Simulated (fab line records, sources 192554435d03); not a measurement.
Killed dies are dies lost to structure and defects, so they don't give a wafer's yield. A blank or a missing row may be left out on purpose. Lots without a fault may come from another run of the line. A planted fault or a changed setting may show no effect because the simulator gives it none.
A struck lot beside a sound one | flow n5_finfet | 28 steps out of a route of 1938
Sound: wafers L499.4, L499.5, L499.6. Struck: wafers L493.2, L493.3, L493.6. The cause comes at the end.
At each step with rows: each side's tool, then ch and its chambers, then its first start. Under that, the readings that differ: sound wafers | struck wafers | difference of the means | sigmas: that difference in standard deviations of wafers without a fault.
alike: readings whose means differ by less than 2 such deviations, and words and numbers that are the same on both sides. not compared: withheld readings, readings that some wafer has no value for, bounds like >300 that may hide the same value, and numbers for which the record gives no deviation and whose values overlap.
The two part at a step that has a row with sigmas, a row that says differs or no value, or rows on one side only. Numbers that don't overlap but have no deviation are shown without sigmas and don't part them. A reading that every wafer of one side lacks parts them only if that side has two wafers or more.

first, 8 steps without rows for these wafers: N5_BEOL_M0_CMP_120 (polishes, stops on SiOC, t overpolish 6.9 s); N5_BEOL_M0_PRE_CLEAN_131 (time 15 s); N5_BEOL_M0_CO_CAP_123 (material Co, precursor CCTBA/H2, target thk 2 nm, time 102.1 s); N5_BEOL_M0_PRE_CLEAN_124 (time 15 s); N5_BEOL_M0_DEP_125 (deposits SiCN from 3MS/NH3, target thk 8 nm, time 14 s); N5_BEOL_M1_ILD_DEP_00 (deposits SiOC from DEMS/O2, target thk 79 nm, time 15.3 s); N5_BEOL_M1_PECVD_72 (deposits SiO2 from TEOS/O2, target thk 16 nm, time 18 s); N5_BEOL_M1_HM_DEP_02 (deposits TiN, target thk 20 nm).
N5_BEOL_M1_COAT_61: time 60 s, resist thk 60 nm.
  sound on litho_track-04 ch 0, day 10 22:23; struck on litho_track-01 ch 0, day 9 18:27
  reading                                  | sound                | struck               | difference | sigmas
  spin_speed_rpm (rpm)                     | 1499.6 1499.7 1500.0 | 1605.6 1605.9 1603.8 | +105.3     | +99 or more
  model.SOC_of_BEOL_M1_COAT_61.thk_nm (nm) | 59.8 59.8 60         | 58 58 58.2           | -2         |
  alike: dispense_pressure_kPa, plate_temp_C
then, 11 steps without rows for these wafers: N5_BEOL_M1_COAT_62 (time 60 s, resist thk 12 nm); N5_BEOL_M1_COAT_73 (time 60 s, resist thk 5 nm); N5_BEOL_M1_COAT_05 (resist thk 30 nm); N5_BEOL_M1_EBR_07; N5_BEOL_M1_SOFTBAKE_06 (time 60 s); N5_BEOL_M1_EXPOSE_08 (exposes mask M1); N5_BEOL_M1_PEB_09 (peb time 60 s); N5_BEOL_M1_DEVELOP_10 (develop time 30 s); N5_BEOL_M1_DESCUM_16 (chemistry O2, time 7 s); N5_BEOL_M1_ETCH_74 (etches underlayer in N2/H2, target depth 6.5 nm, time 5.2 s); N5_BEOL_M1_ETCH_63 (etches SiARC in CF4, target depth 15.6 nm, time 26 s).
N5_BEOL_M1_ETCH_64: etches SOC in N2/H2, target depth 75 nm, overetch 15 nm, time 112.5 s.
  sound on rie_diel-03 ch 1,2, day 10 22:51; struck on rie_diel-02 ch 1,2,3, day 9 19:02
  reading                  | sound             | struck            | difference | sigmas
  model.etch.depth_nm (nm) | 59.73 59.82 59.99 | 58.08 58.01 58.11 | -1.78      |
  alike: drypump_motor_current_A, h2_flow_sccm, oes_product_au, rf_vpp_V, showerhead_plenum_p_Torr, throttle_valve_pct
  not compared: rf_hours_counter_h
then, 3 steps without rows for these wafers: N5_BEOL_M1_STRIP_65 (strips in N2/H2); N5_BEOL_M1_STRIP_75 (strips in N2/H2); N5_BEOL_M1_STRIP_66 (strips in CF4).
N5_BEOL_M1_HM_OPEN_17: chemistry Cl2/BCl3, target TiN, target depth 20 nm, overetch 6 nm.
  sound on rie_metal-02 ch 0,1, day 10 23:02; struck on rie_metal-03 ch 0, day 9 19:13
  reading                                  | sound          | struck         | difference | sigmas
  drypump_motor_current_A (A)              | 6.3 6.3 6.1    | 5.1 5.1 5.2    | -1.1       | -2
  model.SOC_of_BEOL_M1_COAT_61.thk_nm (nm) | 52.2 52.2 52.2 | 49.8 49.8 49.8 | -2.4       |
  alike: oes_product_au, throttle_valve_pct
  not compared: rf_hours_counter_h
then, 1 step without rows for these wafers: N5_BEOL_M1_STRIP_19 (strips in O2).
-- the record jumps here: 3 days lie between the struck wafers' starts before and after (it left off in module BEOL_M1 and takes up again in module BEOL_M4, whose first step shown is number 1111 of the route) --
N5_BEOL_M4_RC_MEAS_101:
  sound on prober-01 ch 0, day 14 01:06; struck on prober-02 ch 0, day 13 01:50
  reading        | sound          | struck         | difference | sigmas
  DIBL_N (mV/V)  | 34.7 33.8 35.6 | 40.0 38.2 37.8 | +4.0       | +2
  DIBL_P (mV/V)  | 34.6 32.7 34.5 | 41.6 38.9 38.8 | +5.8       | +3
  IOFF_N (nA/um) | 0.13 0.12 0.15 | 0.23 0.19 0.18 | +0.07      | +2
  IOFF_P (nA/um) | 0.20 0.17 0.19 | 0.30 0.25 0.25 | +0.08      | +2
  SS_P (mV/dec)  | 72.7 72.9 72.3 | 74.9 74.4 74.1 | +1.8       | +3
  VT_N (mV)      | 253 253 254    | 241 246 248    | -8         | -3
  alike: ION_N, ION_P, SS_N, VT_P
-- the record jumps here: 4 days lie between the struck wafers' starts before and after (it left off in module BEOL_M4 and takes up again in module PASSIVATION, whose first step shown is number 1936 of the route) --
N5_PASSIVATION_PROBE_49:
  sound on prober-01, day 18 11:40; struck on prober-01, day 17 13:46
  alike: defect_limited_yield, killed_at_M0_to_M3, killed_at_M4_up, killed_at_contacts, killed_at_front_end, killed_at_other, killed_dies, killed_open, killed_short, sort_bin_5_function, sort_bin_6_memory, sort_bin_8_speed, sort_n_pass, sort_yield_pct

WHERE THEY PART
First at N5_BEOL_M1_COAT_61; last, within this record, at N5_BEOL_M4_RC_MEAS_101. Later steps at which nothing parts them and some readings are alike: N5_PASSIVATION_PROBE_49.

WHY: what the simulator had put in
Process parameter drift: litho_track-01, from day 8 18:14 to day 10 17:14, at N5_BEOL_M1_COAT_61. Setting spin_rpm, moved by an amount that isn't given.
